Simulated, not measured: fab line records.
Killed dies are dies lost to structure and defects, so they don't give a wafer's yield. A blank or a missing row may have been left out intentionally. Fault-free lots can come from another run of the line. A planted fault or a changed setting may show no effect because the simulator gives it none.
fab line records	flow n5Finfet	part 1 of 2: steps 1 to 28 of 35
record lots=5	wafers=15	lastDay=18
route steps=1938 shown BEOL_M12@1607
lots untouched by any fault: they come from a run of this same line in which no faults occurred
startH: hours from the record's first day to the start of the lot's first wafer shown	waitH: how many hours have passed since the lot's step before this one	" the same as in the row above	L1.1+2: one row covering several wafers at once	- either no value or no given start	* or withheld: withheld	< > ~ a bound
route shown NAME@n: names a module that has steps shown in the file, with the first one's number in the route	usual: mean and standard deviation over wafers with no fault	same: alike in all rows	chamber/n: place in a boat	sites: per-site readings	_std_site: how widely they spread, as a standard deviation	_edge_site: the outer-site mean with the inner-site mean subtracted	radiusMm: how far each site lies from the wafer's centre	mask NAME#n: copy n	behind: the last tool/chamber to shape the wafer	hold: the reason the lot was held/the length of the hold in hours/how it ended	device: which transistor (n, p or np) failed to switch	end of line: the tests these same wafers got at the end of their route	a step without rows: its recipe alone	killed: not the wafer's yield, but the dies lost to structure and defects at the first sort	map: a wafer's dies, x killed, . not, _ none there
set.NAME: setting as actually run; set.NAME@STEP: the setting as run at that earlier step	model.NAME: the simulator's own value behind a step, which no gauge read
lots at some steps of the route; a table a step, a row a wafer
services: from which hour (startH, from the record's first day; less than 0 if before it) a tool's chamber was out of use, for how many hours, and why
## steps
# step N5_BEOL_M12_SOFTBAKE_05
# recipe tempC=130	timeS=60
lot.wafer	tool	chamber	startH	waitH
L075.3+4+6	lithoTrack-01	0	-	-
L091.1+4+5	lithoTrack-02	0	-	-
L092.2+5+6	lithoTrack-02	0	-	-
L096.3+5+6	lithoTrack-01	0	-	-
L094.3+4+5	lithoTrack-01	0	-	-
# step N5_BEOL_M12_EXPOSE_07
# recipe maskId=V11	na=0.93	sourceShape=conventional	sigmaOuter=0.6	polarization=unpolarized	attpsmPhaseDeg=180	doseMj=32.5
lot.wafer	tool	chamber	startH	waitH	mask
L075.3+4+6	krfScanner-02	0	254.62	-	V11#0
L091.1+4+5	krfScanner-01	0	351.30	-	V11#0
L092.2+5+6	krfScanner-01	0	370.95	-	V11#0
L096.3+5+6	krfScanner-02	0	380.85	-	V11#0
L094.3+4+5	krfScanner-02	0	381.12	-	V11#0
# step N5_BEOL_M12_PEB_08
# recipe pebTempC=130	pebTimeS=90
lot.wafer	tool	chamber	startH	waitH
L075.3+4+6	lithoTrack-02	0	254.67	0.0
L091.1+4+5	lithoTrack-05	0	351.35	0.1
L092.2+5+6	lithoTrack-02	0	371.00	0.0
L096.3+5+6	lithoTrack-05	0	380.90	0.0
L094.3+4+5	lithoTrack-02	0	381.17	0.0
# step N5_BEOL_M12_DEVELOP_09
# recipe developTimeS=45	rinseLiquid=diw	dry=airSpin	devTempC=21
# usual developerTempC=21.01/0.1
# same developTimeS=45
lot.wafer	tool	chamber	startH	waitH	developerTempC
L075.3	lithoTrack-02	0	-	-	20.88
L075.4	"	0	"	"	20.97
L075.6	"	0	"	"	21.02
L091.1	lithoTrack-05	0	-	-	21.17
L091.4	"	0	"	"	21.32
L091.5	"	0	"	"	21.12
L092.2	lithoTrack-02	0	-	-	21.05
L092.5	"	0	"	"	20.99
L092.6	"	0	"	"	21.06
L096.3	lithoTrack-05	0	-	-	20.87
L096.5	"	0	"	"	21.10
L096.6	"	0	"	"	21.14
L094.3	lithoTrack-02	0	-	-	20.88
L094.4	"	0	"	"	21.14
L094.5	"	0	"	"	20.96
# step N5_BEOL_M12_HARDBAKE_14
# recipe tempC=130	timeS=120
lot.wafer	tool	chamber	startH	waitH
L075.3+4+6	lithoTrack-02	0	-	-
L091.1+4+5	lithoTrack-05	0	-	-
L092.2+5+6	lithoTrack-02	0	-	-
L096.3+5+6	lithoTrack-05	0	-	-
L094.3+4+5	lithoTrack-02	0	-	-
# step N5_BEOL_M12_CD_MEAS_10
# recipe targetCdNm=140	landingEnergyEv=500	detector=seInlens	polarity=opening
# usual cdNm=139.5/1.4
lot.wafer	tool	chamber	startH	waitH	cdNm
L075.3	cdSem-01	0	254.78	-	140.1
L075.4	"	0	"	"	137.8
L075.6	"	0	"	"	140.3
L091.1	cdSem-03	0	351.47	-	136.5
L091.4	"	0	"	"	138.1
L091.5	"	0	"	"	139.2
L092.2	cdSem-03	0	371.12	-	136.5
L092.5	"	0	"	"	138.9
L092.6	"	0	"	"	138.6
L096.3	cdSem-02	0	381.02	-	140.5
L096.5	"	0	"	"	139.4
L096.6	"	0	"	"	140.1
L094.3	cdSem-01	0	381.29	-	142.5
L094.4	"	0	"	"	140.8
L094.5	"	0	"	"	140.3
# step N5_BEOL_M12_OVL_MEAS_11
# recipe pointsPerWafer=44
# usual V11_OVL=-2/5.2
lot.wafer	tool	chamber	startH	waitH	V11_OVL[nm]
L075.3	overlay-01	0	254.81	0.0	-4
L075.4	"	0	"	"	-3
L075.6	"	0	"	"	-1
L091.1	overlay-02	0	351.50	0.0	4
L091.4	"	0	"	"	4
L091.5	"	0	"	"	9
L092.2	overlay-02	0	371.15	0.0	-3
L092.5	"	0	"	"	5
L092.6	"	0	"	"	5
L096.3	overlay-02	0	381.05	0.0	-4
L096.5	"	0	"	"	-3
L096.6	"	0	"	"	0
L094.3	overlay-02	0	381.32	0.0	-6
L094.4	"	0	"	"	-6
L094.5	"	0	"	"	-2
# step N5_BEOL_M12_INSPECT_12
# recipe mode=adi	inspectInstrument=macro
# usual rawDefectCount=2.0/1.4
lot.wafer	tool	chamber	startH	waitH	rawDefectCount
L075.3	defectInspect-01	-	254.84	0.0	0
L075.4	"	-	"	"	5
L075.6	"	-	"	"	0
L091.1	defectInspect-01	-	351.80	0.3	1
L091.4	"	-	"	"	0
L091.5	"	-	"	"	4
L092.2	defectInspect-02	-	371.17	0.0	3
L092.5	"	-	"	"	0
L092.6	"	-	"	"	2
L096.3	defectInspect-01	-	381.07	0.0	1
L096.5	"	-	"	"	2
L096.6	"	-	"	"	4
L094.3	defectInspect-02	-	381.34	0.0	3
L094.4	"	-	"	"	2
L094.5	"	-	"	"	0
# step N5_BEOL_M12_DESCUM_15
# recipe chemistry=O2	timeS=7.9	sourcePowerW=50	biasPowerW=20	pressureMtorr=20	rfFrequencyHz=2.712e+07	tempC=40	o2FlowSccm=225
# usual drypumpMotorCurrentA=5.8/0.37	oesProductAu=0.84/0.086	rfVppV=243.5/1.9	showerheadPlenumPTorr=2.12/0.11	throttleValvePct=20.37/0.28
lot.wafer	tool	chamber	startH	waitH	drypumpMotorCurrentA	oesProductAu	rfHoursCounterH	rfVppV	showerheadPlenumPTorr	throttleValvePct
L075.3	rieDiel-06	1	254.87	0.0	5.4	0.85	64	244.6	2.21	20.29
L075.4	"	3	"	"	6.4	0.87	41	243.3	2.05	20.28
L075.6	"	2	"	"	6.3	0.92	-	242.6	2.05	20.28
L091.1	rieDiel-05	0	351.89	0.1	5.3	0.93	25	244.3	2.23	20.65
L091.4	"	3	"	"	5.8	0.86	57	244.4	2.21	20.13
L091.5	"	1	"	"	6.0	1.02	-	245.0	2.23	19.81
L092.2	rieDiel-03	1	371.21	0.0	5.9	0.82	85	243.9	2.11	20.71
L092.5	"	2	"	"	6.1	0.70	-	238.3	1.90	20.76
L092.6	"	1	"	"	5.9	0.82	-	245.2	2.11	20.73
L096.3	rieDiel-05	2	381.14	0.1	5.4	0.84	78	244.3	2.21	20.36
L096.5	"	0	"	"	5.3	0.91	-	244.7	2.23	20.66
L096.6	"	3	"	"	5.8	0.85	-	245.3	2.21	20.13
L094.3	rieDiel-03	1	381.66	0.3	5.9	0.82	88	243.7	2.11	20.73
L094.4	"	3	"	"	6.2	0.72	178	245.1	2.17	20.72
L094.5	"	1	"	"	6.0	0.82	-	243.7	2.11	20.72
# step N5_BEOL_M12_ETCH_59
# recipe chemistry=N2/H2	target=BARC	targetDepthA=890	overetchA=267	timeS=67.9	ionEnergyEv=200	pressureMtorr=30	sourceW=840	biasW=150	n2FlowSccm=200	h2FlowSccm=200
# usual drypumpMotorCurrentA=5.8/0.37	oesProductAu=0.71/0.069	rfVppV=525/3.7	showerheadPlenumPTorr=2.57/0.13	throttleValvePct=17.81/0.29
lot.wafer	tool	chamber	startH	waitH	drypumpMotorCurrentA	oesProductAu	rfHoursCounterH	rfVppV	showerheadPlenumPTorr	throttleValvePct
L075.3	rieDiel-06	1	254.90	0.0	5.4	0.71	64	528	2.69	17.88
L075.4	"	3	"	"	6.4	0.74	41	522	2.49	17.76
L075.6	"	2	"	"	6.3	0.78	-	522	2.49	17.71
L091.1	rieDiel-05	0	351.92	0.0	5.3	0.78	25	529	2.71	18.04
L091.4	"	3	"	"	5.8	0.74	57	527	2.69	17.54
L091.5	"	1	"	"	5.9	0.85	-	528	2.71	17.25
L092.2	rieDiel-03	1	371.24	0.0	5.9	0.69	85	525	2.58	18.23
L092.5	"	2	"	"	6.2	0.59	-	517	2.31	18.23
L092.6	"	1	"	"	5.9	0.70	-	524	2.58	18.22
L096.3	rieDiel-05	2	381.18	0.0	5.4	0.71	78	527	2.68	17.71
L096.5	"	0	"	"	5.3	0.76	-	528	2.70	18.08
L096.6	"	3	"	"	5.8	0.72	-	527	2.69	17.54
L094.3	rieDiel-03	1	381.69	0.0	5.9	0.70	88	524	2.57	18.24
L094.4	"	3	"	"	6.2	0.61	178	526	2.64	18.17
L094.5	"	1	"	"	5.9	0.69	-	525	2.58	18.25
# step N5_BEOL_M12_VIA_ETCH_16
# recipe chemistry=C4F8/O2/Ar	target=SiOC	pressureMtorr=30	sourceW=3000	biasW=700	Ar_flow_sccm=400	C4F8_flow_sccm=15	O2_flow_sccm=8	heInnerTorr=15	heOuterTorr=30	targetDepthA=7248	timeS=withheld	ionEnergyEv=250	ends=cleared
# usual drypumpMotorCurrentA=5.8/0.37	oesProductAu=0.76/0.077	rfVppV=666/4.7	showerheadPlenumPTorr=3.45/0.16	throttleValvePct=24.13/0.3
lot.wafer	tool	chamber	startH	waitH	drypumpMotorCurrentA	oesProductAu	rfVppV	showerheadPlenumPTorr	throttleValvePct
L075.3	rieDiel-06	1	254.95	0.0	5.4	0.77	670	3.58	24.04
L075.4	"	3	"	"	6.5	0.79	663	3.34	24.02
L075.6	"	2	"	"	6.3	0.84	663	3.35	24.03
L091.1	rieDiel-05	0	351.97	0.0	5.3	0.84	671	3.63	24.45
L091.4	"	3	"	"	5.8	0.78	671	3.61	23.95
L091.5	"	1	"	"	6.0	0.91	672	3.63	23.60
L092.2	rieDiel-03	1	371.29	0.0	5.9	0.75	666	3.45	24.55
L092.5	"	2	"	"	6.2	0.63	657	3.13	24.53
L092.6	"	1	"	"	5.9	0.74	666	3.45	24.55
L096.3	rieDiel-05	2	381.23	0.0	5.4	0.76	670	3.58	24.06
L096.5	"	0	"	"	5.3	0.81	670	3.62	24.48
L096.6	"	3	"	"	5.7	0.77	670	3.60	23.95
L094.3	rieDiel-03	1	381.75	0.0	5.9	0.73	668	3.45	24.57
L094.4	"	3	"	"	6.1	0.65	670	3.55	24.61
L094.5	"	1	"	"	5.9	0.74	666	3.45	24.55
# step N5_BEOL_M12_STRIP_63
# recipe chemistry=N2/H2	powerW=1000	tempC=250	h2Frac=0.65	overashFraction=0.3	pressureMtorr=1000	n2FlowSccm=1750	h2FlowSccm=3250
# usual drypumpMotorCurrentA=5.93/0.28	heaterPowerW=326/37	oesProductAu=0.692/0.0043	stripTimeToEndpointS=42.3/0.72
# same overashFraction=0.3
lot.wafer	tool	chamber	startH	waitH	drypumpMotorCurrentA	heaterPowerW	oesProductAu	rfHoursCounterH	stripTimeToEndpointS
L075.3	plasmaAsher-01	1	255.17	-	5.75	306	0.694	-	41.6
L075.4	"	0	"	"	5.67	310	0.696	-	41.8
L075.6	"	0	"	"	5.65	301	0.692	-	41.0
L091.1	plasmaAsher-01	1	352.17	-	5.74	305	0.690	93	42.6
L091.4	"	0	"	"	5.65	317	0.693	-	42.1
L091.5	"	0	"	"	5.65	309	0.693	-	41.2
L092.2	plasmaAsher-01	1	371.49	-	5.76	300	0.691	96	43.3
L092.5	"	1	"	"	5.77	306	0.702	-	41.1
L092.6	"	0	"	"	5.64	310	0.698	-	42.3
L096.3	plasmaAsher-01	0	381.45	-	5.65	300	0.692	-	42.4
L096.5	"	1	"	"	5.75	318	0.691	-	41.3
L096.6	"	0	"	"	5.64	312	0.689	-	42.1
L094.3	plasmaAsher-01	0	381.96	-	5.65	306	0.686	-	41.8
L094.4	"	1	"	"	5.76	308	0.689	-	41.2
L094.5	"	1	"	"	5.76	306	0.694	-	41.8
# step N5_BEOL_M12_STRIP_64
# recipe chemistry=N2/H2	powerW=1000	tempC=250	h2Frac=0.65	overashFraction=0.3	pressureMtorr=withheld	n2FlowSccm=1750	h2FlowSccm=3250
# usual drypumpMotorCurrentA=5.93/0.29	heaterPowerW=326/36	oesProductAu=0.715/0.0041	stripTimeToEndpointS=31.35/0.077
# same overashFraction=0.3
lot.wafer	tool	chamber	startH	waitH	drypumpMotorCurrentA	heaterPowerW	oesProductAu	rfHoursCounterH	stripTimeToEndpointS
L075.3	plasmaAsher-01	1	255.23	0.0	5.75	308	0.716	-	31.22
L075.4	"	0	"	"	5.60	307	0.713	-	31.24
L075.6	"	0	"	"	5.64	312	0.708	-	31.18
L091.1	plasmaAsher-01	1	352.23	0.0	5.78	305	0.711	93	31.60
L091.4	"	0	"	"	5.64	307	0.708	-	31.56
L091.5	"	0	"	"	5.65	314	0.718	-	31.48
L092.2	plasmaAsher-01	1	371.55	0.0	5.75	305	0.716	96	31.26
L092.5	"	1	"	"	5.75	312	0.717	-	31.35
L092.6	"	0	"	"	5.65	307	0.718	-	31.45
L096.3	plasmaAsher-01	0	381.51	0.0	5.65	310	0.712	-	31.25
L096.5	"	1	"	"	5.76	306	0.718	-	31.32
L096.6	"	0	"	"	5.66	311	0.717	-	31.30
L094.3	plasmaAsher-01	0	382.02	0.0	5.64	309	0.710	-	31.25
L094.4	"	1	"	"	5.77	309	0.701	-	31.25
L094.5	"	1	"	"	5.76	303	0.709	-	31.29
# step N5_BEOL_M12_STRIP_71
# recipe chemistry=postEtchResidueRemover	timeS=60	tempC=25	removerPh=withheld	removerWaterWtPct=withheld	removerFluorideWtPct=withheld
lot.wafer	tool	chamber	startH	waitH
L075.3+4+6	wetBench-02	7,6,2	255.30	0.0
L091.1+4+5	wetBench-05	2,3,4	352.32	0.1
L092.2+5+6	wetBench-04	6,5,1	371.64	0.1
L096.3+5+6	wetBench-05	2,5,1	381.58	0.0
L094.3+4+5	wetBench-04	6,4,3	382.14	0.1
# step N5_BEOL_M12_SRD_72
# recipe timeS=30	tempC=23	rinseLiquid=diw	dry=n2Spin	spinRpm=1500	dryTimeS=30
lot.wafer	tool	chamber	startH	waitH
L075.3+4+6	wetBench-02	7,6,2	255.32	0.0
L091.1+4+5	wetBench-05	2,3,4	352.34	0.0
L092.2+5+6	wetBench-04	6,5,1	371.66	0.0
L096.3+5+6	wetBench-05	2,5,1	381.60	0.0
L094.3+4+5	wetBench-04	6,4,3	382.16	0.0
# step N5_BEOL_M12_CD_MEAS_17
# recipe targetCdNm=140	polarity=opening
# usual cdNm=140.1/1.6
lot.wafer	tool	chamber	startH	waitH	cdNm
L075.3	cdSem-03	-	255.36	0.0	140.6
L075.4	"	-	"	"	137.0
L075.6	"	-	"	"	140.5
L091.1	cdSem-01	-	352.38	0.0	137.3
L091.4	"	-	"	"	138.3
L091.5	"	-	"	"	141.1
L092.2	cdSem-02	-	371.70	0.0	136.8
L092.5	"	-	"	"	138.9
L092.6	"	-	"	"	138.6
L096.3	cdSem-02	-	381.64	0.0	141.8
L096.5	"	-	"	"	140.9
L096.6	"	-	"	"	140.0
L094.3	cdSem-03	-	382.21	0.0	142.6
L094.4	"	-	"	"	141.5
L094.5	"	-	"	"	139.9
# step N5_BEOL_M12_COAT_65
# recipe resist=SOC	tempC=250	timeS=60	spinRpm=1500	resistThkNm=300
lot.wafer	tool	chamber	startH	waitH
L075.3+4+6	lithoTrack-02	0	255.40	0.0
L091.1+4+5	lithoTrack-02	0	352.42	0.0
L092.2+5+6	lithoTrack-05	0	371.74	0.0
L096.3+5+6	lithoTrack-05	0	381.67	0.0
L094.3+4+5	lithoTrack-05	0	382.24	0.0
# step N5_BEOL_M12_COAT_66
# recipe resist=SiARC	tempC=220	timeS=60	spinRpm=1500	resistThkNm=110
lot.wafer	tool	chamber	startH	waitH
L075.3+4+6	lithoTrack-02	0	-	-
L091.1+4+5	lithoTrack-02	0	-	-
L092.2+5+6	lithoTrack-05	0	-	-
L096.3+5+6	lithoTrack-05	0	-	-
L094.3+4+5	lithoTrack-05	0	-	-
# step N5_BEOL_M12_COAT_22
# recipe spinRpm=2888	resistThkNm=300
lot.wafer	tool	chamber	startH	waitH
L075.3+4+6	lithoTrack-02	0	-	-
L091.1+4+5	lithoTrack-02	0	-	-
L092.2+5+6	lithoTrack-05	0	-	-
L096.3+5+6	lithoTrack-05	0	-	-
L094.3+4+5	lithoTrack-05	0	-	-
# step N5_BEOL_M12_EBR_24
# recipe solvent=PGMEA	ebrWidthMm=1.5
lot.wafer	tool	chamber	startH	waitH
L075.3+4+6	lithoTrack-02	0	-	-
L091.1+4+5	lithoTrack-02	0	-	-
L092.2+5+6	lithoTrack-05	0	-	-
L096.3+5+6	lithoTrack-05	0	-	-
L094.3+4+5	lithoTrack-05	0	-	-
# step N5_BEOL_M12_SOFTBAKE_23
# recipe tempC=130	timeS=60
lot.wafer	tool	chamber	startH	waitH
L075.3+4+6	lithoTrack-02	0	-	-
L091.1+4+5	lithoTrack-02	0	-	-
L092.2+5+6	lithoTrack-05	0	-	-
L096.3+5+6	lithoTrack-05	0	-	-
L094.3+4+5	lithoTrack-05	0	-	-
# step N5_BEOL_M12_EXPOSE_25
# recipe maskId=M12	na=0.93	sourceShape=conventional	sigmaOuter=0.4	polarization=unpolarized	doseMj=21.8
lot.wafer	tool	chamber	startH	waitH	mask
L075.3+4+6	krfScanner-02	0	255.53	-	M12#0
L091.1+4+5	krfScanner-02	0	352.66	-	M12#0
L092.2+5+6	krfScanner-01	0	371.99	-	M12#0
L096.3+5+6	krfScanner-02	0	381.93	-	M12#0
L094.3+4+5	krfScanner-01	0	382.49	-	M12#0
# step N5_BEOL_M12_PEB_26
# recipe pebTempC=130	pebTimeS=90
lot.wafer	tool	chamber	startH	waitH
L075.3+4+6	lithoTrack-01	0	255.57	0.0
L091.1+4+5	lithoTrack-02	0	352.72	0.1
L092.2+5+6	lithoTrack-02	0	372.04	0.0
L096.3+5+6	lithoTrack-02	0	381.97	0.0
L094.3+4+5	lithoTrack-05	0	382.54	0.0
# step N5_BEOL_M12_DEVELOP_27
# recipe developTimeS=45	rinseLiquid=diw	dry=airSpin	devTempC=21
# usual developerTempC=20.98/0.1
# same developTimeS=45
lot.wafer	tool	chamber	startH	waitH	developerTempC
L075.3	lithoTrack-01	0	-	-	21.05
L075.4	"	0	"	"	20.99
L075.6	"	0	"	"	21.14
L091.1	lithoTrack-02	0	-	-	21.03
L091.4	"	0	"	"	21.02
L091.5	"	0	"	"	21.03
L092.2	lithoTrack-02	0	-	-	20.92
L092.5	"	0	"	"	20.90
L092.6	"	0	"	"	21.07
L096.3	lithoTrack-02	0	-	-	21.01
L096.5	"	0	"	"	20.94
L096.6	"	0	"	"	20.77
L094.3	lithoTrack-05	0	-	-	20.96
L094.4	"	0	"	"	21.18
L094.5	"	0	"	"	21.03
# step N5_BEOL_M12_HARDBAKE_32
# recipe tempC=130	timeS=120
lot.wafer	tool	chamber	startH	waitH
L075.3+4+6	lithoTrack-01	0	-	-
L091.1+4+5	lithoTrack-02	0	-	-
L092.2+5+6	lithoTrack-02	0	-	-
L096.3+5+6	lithoTrack-02	0	-	-
L094.3+4+5	lithoTrack-05	0	-	-
# step N5_BEOL_M12_CD_MEAS_28
# recipe targetCdNm=160.2	landingEnergyEv=500	detector=seInlens	polarity=opening
# usual cdNm=159.8/0.94
lot.wafer	tool	chamber	startH	waitH	cdNm
L075.3	cdSem-03	0	255.69	-	158.6
L075.4	"	0	"	"	157.5
L075.6	"	0	"	"	160.6
L091.1	cdSem-01	0	352.83	-	160.3
L091.4	"	0	"	"	158.8
L091.5	"	0	"	"	160.0
L092.2	cdSem-01	0	372.16	-	161.0
L092.5	"	0	"	"	160.2
L092.6	"	0	"	"	161.3
L096.3	cdSem-02	0	382.09	-	160.2
L096.5	"	0	"	"	160.4
L096.6	"	0	"	"	159.8
L094.3	cdSem-03	0	382.66	-	160.6
L094.4	"	0	"	"	159.9
L094.5	"	0	"	"	159.9
# step N5_BEOL_M12_OVL_MEAS_29
# recipe pointsPerWafer=44
# usual M12_OVL=-2/5.8
lot.wafer	tool	chamber	startH	waitH	M12_OVL[nm]
L075.3	overlay-02	0	255.72	0.0	-11
L075.4	"	0	"	"	-11
L075.6	"	0	"	"	-10
L091.1	overlay-02	0	352.86	0.0	5
L091.4	"	0	"	"	-6
L091.5	"	0	"	"	-1
L092.2	overlay-02	0	372.19	0.0	5
L092.5	"	0	"	"	-3
L092.6	"	0	"	"	-6
L096.3	overlay-01	0	382.12	0.0	-1
L096.5	"	0	"	"	-11
L096.6	"	0	"	"	-6
L094.3	overlay-02	0	382.69	0.0	4
L094.4	"	0	"	"	4
L094.5	"	0	"	"	11
# step N5_BEOL_M12_INSPECT_30
# recipe mode=adi	inspectInstrument=macro
# usual rawDefectCount=1.8/1.3
lot.wafer	tool	chamber	startH	waitH	rawDefectCount
L075.3	defectInspect-02	-	255.74	0.0	1
L075.4	"	-	"	"	1
L075.6	"	-	"	"	1
L091.1	defectInspect-01	-	352.88	0.0	1
L091.4	"	-	"	"	3
L091.5	"	-	"	"	3
L092.2	defectInspect-02	-	372.21	0.0	2
L092.5	"	-	"	"	0
L092.6	"	-	"	"	3
L096.3	defectInspect-01	-	382.14	0.0	2
L096.5	"	-	"	"	1
L096.6	"	-	"	"	1
L094.3	defectInspect-02	-	382.71	0.0	1
L094.4	"	-	"	"	2
L094.5	"	-	"	"	2
